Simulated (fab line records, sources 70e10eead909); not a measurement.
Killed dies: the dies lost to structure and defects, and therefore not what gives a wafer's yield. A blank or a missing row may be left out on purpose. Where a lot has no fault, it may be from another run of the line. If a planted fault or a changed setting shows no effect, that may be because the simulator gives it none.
fab line records    flow nandHarc
record: lots: 15  wafers: 45  lastDay: 24
route steps=1159 shown A_CONTACT@909
lots that met no fault: from a run of the same line without faults
startH: hours from the record's opening day to when the first of the lot's shown wafers began    waitH: hours elapsed since this lot's preceding step    " unchanged from the row above    L1.1+2: a single row standing in for several wafers    - no value, or no start given    * or withheld: withheld    < > ~ a bound
route shown NAME@n: names a module that has steps shown in the file, with the first one's number in the route    usual: mean/standard deviation taken from wafers without a fault    same: alike in all rows    chamber/n: place in a boat    sites: per-site readings    _std_site: standard deviation across them    _edge_site: mean of outer sites minus mean of inner sites    radiusMm: for every site, how far away it sits from the centre of the wafer    mask NAME#n: copy n    behind: tool/chamber where the wafer was last shaped    hold: the reason the lot was held/the length of the hold in hours/how it ended    device: the n, p or np transistor that did not switch    end of line: at the end of the route, the tests of the same wafers    a step without rows: its recipe alone    killed: the dies lost at the first sort to structure and to defects; this is not the yield of the wafer    map: dies across one wafer; x = killed, . = not, _ = none there
set.NAME: setting as actually run; set.NAME@STEP: the setting as run at that earlier step    model.NAME: the simulator's own value behind a step, which no gauge read
a sample of lots followed through the steps of the route, with each step as a table and each wafer as a row
services: when a tool's chamber went out of use (startH, in hours from the record's first day, below 0 if earlier), for how many hours, and the reason
== steps ==
step: NHARC_A_CONTACT_ETCH_129
recipe: sourceW: withheld  pressureMtorr: 20  biasV: 1200  timeS: 155  targetDepthA: 9560  arFlowSccm: withheld  c4f8FlowSccm: withheld  o2FlowSccm: withheld  chemistry: C4F8/O2/Ar
lot.wafer  tool           chamber  startH  waitH  rfHoursCounterH
L316.2     harCapEtch-03  0        380.34  0.1    86
L316.6     "              0        "       "      -
L316.5     "              1        "       "      -
L314.2     harCapEtch-01  1        384.92  0.1    57
L314.3     "              0        "       "      -
L314.6     "              0        "       "      -
L319.2     harCapEtch-03  0        393.07  0.1    90
L319.3     "              0        "       "      -
L319.6     "              0        "       "      -
L320.1     harCapEtch-03  0        398.61  0.1    91
L320.5     "              0        "       "      -
L320.6     "              1        "       "      -
L326.2     harCapEtch-02  1        456.08  0.2    23
L326.3     "              1        "       "      -
L326.5     "              1        "       "      -
L327.2     harCapEtch-03  0        460.77  0.1    100
L327.3     "              1        "       "      -
L327.5     "              0        "       "      -
L331.1     harCapEtch-02  1        471.34  0.2    26
L331.5     "              0        "       "      -
L331.6     "              1        "       "      -
L329.2     harCapEtch-03  0        476.31  0.1    104
L329.3     "              0        "       "      -
L329.5     "              0        "       "      -
L328.2     harCapEtch-01  0        477.23  0.1    75
L328.4     "              1        "       "      -
L328.5     "              1        "       "      -
L333.2     harCapEtch-03  1        482.11  0.1    106
L333.3     "              0        "       "      -
L333.6     "              1        "       "      -
L332.1     harCapEtch-02  0        489.38  0.2    31
L332.4     "              0        "       "      -
L332.6     "              1        "       "      -
L334.1     harCapEtch-01  0        491.37  0.1    78
L334.3     "              0        "       "      -
L334.5     "              0        "       "      -
L336.2     harCapEtch-02  1        493.12  0.2    32
L336.1     "              0        "       "      32
L336.3     "              1        "       "      -
L335.3     harCapEtch-01  0        496.77  0.1    -
L335.5     "              1        "       "      -
L335.6     "              0        "       "      -
L337.2     harCapEtch-02  1        518.75  0.1    36
L337.3     "              1        "       "      -
L337.5     "              0        "       "      -
step: NHARC_A_CONTACT_PEB_06
recipe: pebTempC: 100  pebTimeS: 65
usual: chillPlateTempC: 22.99/0.093  exhaustPa: 45.0/0.81  plateTempC: 100.02/0.12  resistLineTempC: 23.00/0.1
lot.wafer  tool           chamber  startH  waitH  chillPlateTempC  exhaustPa  plateTempC  resistLineTempC
L316.2     lithoTrack-06  0        384.70  0.1    23.10            45.3       100.00      22.83
L316.5     "              0        "       "      23.01            45.3       100.02      23.00
L316.6     "              0        "       "      23.12            45.5       99.97       23.05
L314.2     lithoTrack-04  0        389.42  0.1    23.05            44.7       99.82       23.12
L314.3     "              0        "       "      22.98            44.7       99.95       23.06
L314.6     "              0        "       "      23.00            45.0       99.96       23.07
L319.2     lithoTrack-06  0        397.71  0.1    23.02            44.4       100.15      23.02
L319.3     "              0        "       "      23.00            45.3       99.90       22.91
L319.6     "              0        "       "      23.00            44.8       100.09      22.91
L320.1     lithoTrack-04  0        404.80  0.1    22.96            44.5       99.95       22.90
L320.5     "              0        "       "      23.02            43.9       99.81       23.09
L320.6     "              0        "       "      22.84            43.7       99.98       23.10
L326.2     lithoTrack-04  0        460.75  0.1    23.00            45.9       99.91       22.91
L326.3     "              0        "       "      23.01            45.8       100.03      23.08
L326.5     "              0        "       "      22.98            46.0       100.11      23.12
L327.2     lithoTrack-04  0        467.14  0.1    22.84            44.8       100.12      22.88
L327.3     "              0        "       "      23.09            44.8       99.98       23.00
L327.5     "              0        "       "      22.93            44.5       99.91       23.00
L331.1     lithoTrack-06  0        479.53  0.1    23.08            45.7       100.00      22.81
L331.5     "              0        "       "      23.08            45.2       99.83       22.92
L331.6     "              0        "       "      23.00            45.4       100.26      22.89
L329.2     lithoTrack-04  -        483.55  0.1    -                -          -           -
L329.3     "              -        "       "      -                -          -           -
L329.5     "              -        "       "      -                -          -           -
L328.2     lithoTrack-06  -        488.02  0.1    -                -          -           -
L328.4     "              -        "       "      -                -          -           -
L328.5     "              -        "       "      -                -          -           -
L333.2     lithoTrack-01  0        490.30  0.1    22.98            43.8       100.14      22.99
L333.3     "              0        "       "      22.88            45.0       99.85       23.00
L333.6     "              0        "       "      22.90            43.8       100.04      23.02
L332.1     lithoTrack-06  -        495.39  0.1    -                -          -           -
L332.4     "              -        "       "      -                -          -           -
L332.6     "              -        "       "      -                -          -           -
L334.1     lithoTrack-06  0        496.62  0.1    22.71            43.2       100.12      23.11
L334.3     "              0        "       "      22.91            44.5       99.82       22.96
L334.5     "              0        "       "      22.81            43.6       100.14      23.20
L336.1     lithoTrack-01  0        497.70  0.1    23.10            45.4       99.98       22.73
L336.2     "              0        "       "      23.19            46.0       99.89       22.89
L336.3     "              0        "       "      23.07            45.8       100.12      22.79
L335.3     lithoTrack-04  0        502.26  0.1    23.05            45.7       100.07      22.95
L335.5     "              0        "       "      22.87            45.2       99.80       22.89
L335.6     "              0        "       "      22.98            44.8       99.86       22.99
L337.2     lithoTrack-01  0        524.05  0.1    22.94            44.0       99.84       22.98
L337.3     "              0        "       "      22.98            45.1       99.96       22.95
L337.5     "              0        "       "      22.93            43.9       100.01      23.01
step: NHARC_A_CONTACT_CD_MEAS_08
recipe: targetCdNm: 100  landingEnergyEv: 500
usual: cdNm: 100.1/0.41
lot.wafer  tool      chamber  startH  waitH  cdNm
L316.2     cdSem-02  0        384.78  -      100.2
L316.5     "         0        "       "      100.1
L316.6     "         0        "       "      100.2
L314.2     cdSem-01  0        389.50  -      100.2
L314.3     "         0        "       "      99.6
L314.6     "         0        "       "      99.7
L319.2     cdSem-01  0        397.79  -      100.3
L319.3     "         0        "       "      101.0
L319.6     "         0        "       "      100.6
L320.1     cdSem-01  0        404.87  -      99.8
L320.5     "         0        "       "      100.5
L320.6     "         0        "       "      99.5
L326.2     cdSem-01  0        460.83  -      99.3
L326.3     "         0        "       "      99.4
L326.5     "         0        "       "      99.6
L327.2     cdSem-03  0        467.23  -      98.9
L327.3     "         0        "       "      99.8
L327.5     "         0        "       "      100.4
L331.1     cdSem-01  0        479.61  -      100.1
L331.5     "         0        "       "      100.1
L331.6     "         0        "       "      99.8
L329.2     cdSem-03  0        483.63  -      -
L329.3     "         0        "       "      -
L329.5     "         0        "       "      -
L328.2     cdSem-02  0        488.10  -      -
L328.4     "         0        "       "      -
L328.5     "         0        "       "      -
L333.2     cdSem-02  0        490.38  -      100.7
L333.3     "         0        "       "      100.5
L333.6     "         0        "       "      100.8
L332.1     cdSem-03  0        495.47  -      -
L332.4     "         0        "       "      -
L332.6     "         0        "       "      -
L334.1     cdSem-01  0        496.70  -      100.6
L334.3     "         0        "       "      100.5
L334.5     "         0        "       "      100.4
L336.1     cdSem-03  0        497.78  -      100.2
L336.2     "         0        "       "      100.4
L336.3     "         0        "       "      100.6
L335.3     cdSem-01  0        502.34  -      99.7
L335.5     "         0        "       "      100.6
L335.6     "         0        "       "      100.4
L337.2     cdSem-03  0        524.13  -      100.2
L337.3     "         0        "       "      100.6
L337.5     "         0        "       "      100.7
step: NHARC_A_CONTACT_ETCH_89
recipe: targetDepthA: 2600  overEtchFrac: 0.3  timeS: 475.3  ionEnergyEv: 200  n2FlowSccm: 150  h2FlowSccm: 150  arFlowSccm: 0  rfW: 400  biasW: 150  chemistry: N2/H2
usual: drypumpMotorCurrentA: 5.8/0.4  oesProductAu: 1.002/0.0067  rfVppV: 431.7/2.9  showerheadPlenumPTorr: 2.08/0.096  throttleValvePct: 14.171/0.0087
same: overEtchFrac: 0.3
lot.wafer  tool        chamber  startH  waitH  drypumpMotorCurrentA  oesProductAu  rfHoursCounterH  rfVppV  showerheadPlenumPTorr  throttleValvePct
L316.2     rieDiel-11  3        -       -      5.8                   0.991         3                432.1   2.06                   14.176
L316.6     "           1        "       "      5.6                   0.999         -                435.5   2.17                   14.170
L316.5     "           2        "       "      5.8                   0.992         -                427.1   1.92                   14.148
L314.2     rieDiel-11  3        -       -      5.8                   1.000         5                431.9   2.06                   14.183
L314.3     "           0        "       "      5.6                   1.002         5                433.8   2.15                   14.172
L314.6     "           3        "       "      5.8                   1.000         -                431.3   2.06                   14.195
L319.3     rieDiel-11  0        -       -      5.6                   1.005         7                434.0   2.15                   14.174
L319.2     "           2        "       "      5.8                   1.007         7                426.8   1.92                   14.171
L319.6     "           1        "       "      5.6                   1.004         -                435.1   2.17                   14.167
L320.1     rieDiel-11  3        -       -      5.8                   0.996         9                431.7   2.06                   14.169
L320.5     "           0        "       "      5.6                   1.007         -                433.0   2.15                   14.184
L320.6     "           1        "       "      5.6                   1.002         -                434.1   2.17                   14.168
L326.3     rieDiel-11  3        -       -      5.8                   1.006         18               429.3   2.06                   14.153
L326.2     "           2        "       "      5.8                   1.002         17               427.5   1.91                   14.154
L326.5     "           0        "       "      5.6                   1.004         -                433.6   2.15                   14.167
L327.2     rieDiel-01  3        -       -      6.3                   1.000         56               430.7   2.12                   14.174
L327.3     "           2        "       "      6.7                   0.998         54               430.2   2.01                   14.175
L327.5     "           3        "       "      6.3                   1.001         -                432.5   2.12                   14.168
L331.1     rieDiel-01  2        -       -      6.6                   1.008         60               429.5   2.01                   14.168
L331.6     "           3        "       "      6.3                   1.004         -                432.9   2.11                   14.186
L331.5     "           2        "       "      6.7                   0.997         -                431.4   2.01                   14.171
L329.3     rieDiel-12  2        -       -      4.8                   1.006         31               435.5   2.21                   14.154
L329.2     "           0        "       "      5.5                   0.994         36               434.8   2.18                   14.163
L329.5     "           2        "       "      4.8                   0.998         -                435.7   2.21                   14.159
L328.2     rieDiel-12  2        -       -      4.9                   1.007         32               433.5   2.21                   14.163
L328.4     "           0        "       "      5.5                   1.001         -                434.2   2.18                   14.174
L328.5     "           2        "       "      4.9                   1.012         -                435.5   2.21                   14.167
L333.3     rieDiel-01  2        -       -      6.6                   1.000         63               430.2   2.01                   14.165
L333.2     "           3        "       "      6.3                   0.994         66               433.6   2.11                   14.182
L333.6     "           2        "       "      6.6                   0.993         -                430.1   2.01                   14.168
L332.4     rieDiel-11  0        -       -      5.6                   1.007         23               433.4   2.14                   14.172
L332.1     "           2        "       "      5.8                   1.000         23               426.0   1.91                   14.172
L332.6     "           0        "       "      5.6                   1.002         -                434.1   2.14                   14.173
L334.3     rieDiel-11  0        -       -      5.6                   1.004         24               433.3   2.14                   14.175
L334.1     "           1        "       "      5.6                   0.997         23               434.4   2.16                   14.174
L334.5     "           0        "       "      5.6                   1.007         -                433.2   2.14                   14.163
L336.2     rieDiel-11  0        -       -      5.6                   1.001         25               432.8   2.14                   14.177
L336.3     "           1        "       "      5.6                   0.999         23               434.0   2.16                   14.169
L336.1     "           2        "       "      5.8                   1.001         24               427.6   1.91                   14.163
L335.3     rieDiel-12  3        -       -      5.4                   0.999         39               434.6   2.18                   14.164
L335.6     "           2        "       "      4.8                   1.011         -                434.6   2.20                   14.166
L335.5     "           3        "       "      5.4                   1.006         -                433.9   2.18                   14.173
L337.2     rieDiel-11  2        -       -      5.8                   0.994         30               426.4   1.91                   14.184
L337.3     "           3        "       "      5.8                   0.999         31               430.5   2.05                   14.172
L337.5     "           2        "       "      5.8                   0.999         -                427.5   1.91                   14.180
== services ==
tool           chamber  startH  hours  kind
rieDiel-11     -        366.53  9.0    pm
rieDiel-11     0        366.53  9.0    ventCycle
rieDiel-11     1        366.53  9.0    ventCycle
rieDiel-11     2        366.53  9.0    ventCycle
rieDiel-11     3        366.53  9.0    ventCycle
rieDiel-01     -        370.63  0.4    repair
rieDiel-11     0        375.53  -      clean
rieDiel-11     1        375.53  -      clean
rieDiel-11     2        375.53  -      clean
rieDiel-11     3        375.53  -      clean
rieDiel-12     -        379.62  9.0    pm
rieDiel-11     0        400.10  -      clean
rieDiel-01     -        437.94  0.2    repair
harCapEtch-02  -        439.59  0.3    repair
harCapEtch-01  -        440.34  0.3    repair
rieDiel-11     0        441.10  3.3    repair
lithoTrack-01  -        443.00  7.0    pm
rieDiel-11     1        454.41  2.5    repair
lithoTrack-06  -        467.00  7.0    pm
rieDiel-01     0        490.11  22.5   repair
lithoTrack-04  -        491.00  7.0    pm
rieDiel-01     -        491.99  9.0    pm
rieDiel-11     0        500.70  10.5   repair
rieDiel-12     0        517.68  12.1   repair
== key ==
firstSign: step: NHARC_A_CONTACT_PEB_06  reading: toolRecord  direction: missing
effect none on later readings
metAt NHARC_A_CONTACT_PEB_06
struckLots L328,L329,L332
laterRowsLeftOut L328.2,L328.4,L328.5,L329.2,L329.3,L329.5,L332.1,L332.4,L332.6
sortLeftOut L328.2,L328.4,L328.5,L329.2,L329.3,L329.5,L332.1,L332.4,L332.6
testerLeftOut L328,L329,L332
notActingAt NHARC_A_CONTACT_ETCH_129,NHARC_A_CONTACT_CD_MEAS_08,NHARC_A_CONTACT_ETCH_89
onsetBetween 479.53 483.55
fault: kind: skippedStepWhole  tool: lithoTrack-04,lithoTrack-06  chamber: -  onsetH: 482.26  steps: NHARC_A_CONTACT_PEB_06  scope: struckLotsOnly
testerLeftOut: of these lots the tester's yield and bins aren't shown, on N5 and GAA mostly nor the transistor test; their killed dies are dies lost to structure and defects alone, not to doping, threshold or leakage, so they don't give the yield
sortLeftOut: the simulated sort isn't trusted on such a fault, so these wafers' sort isn't shown, and their yield isn't known
laterRowsLeftOut: the simulator's readings of these wafers behind a module that went badly wrong aren't trusted and aren't shown, but for the sort
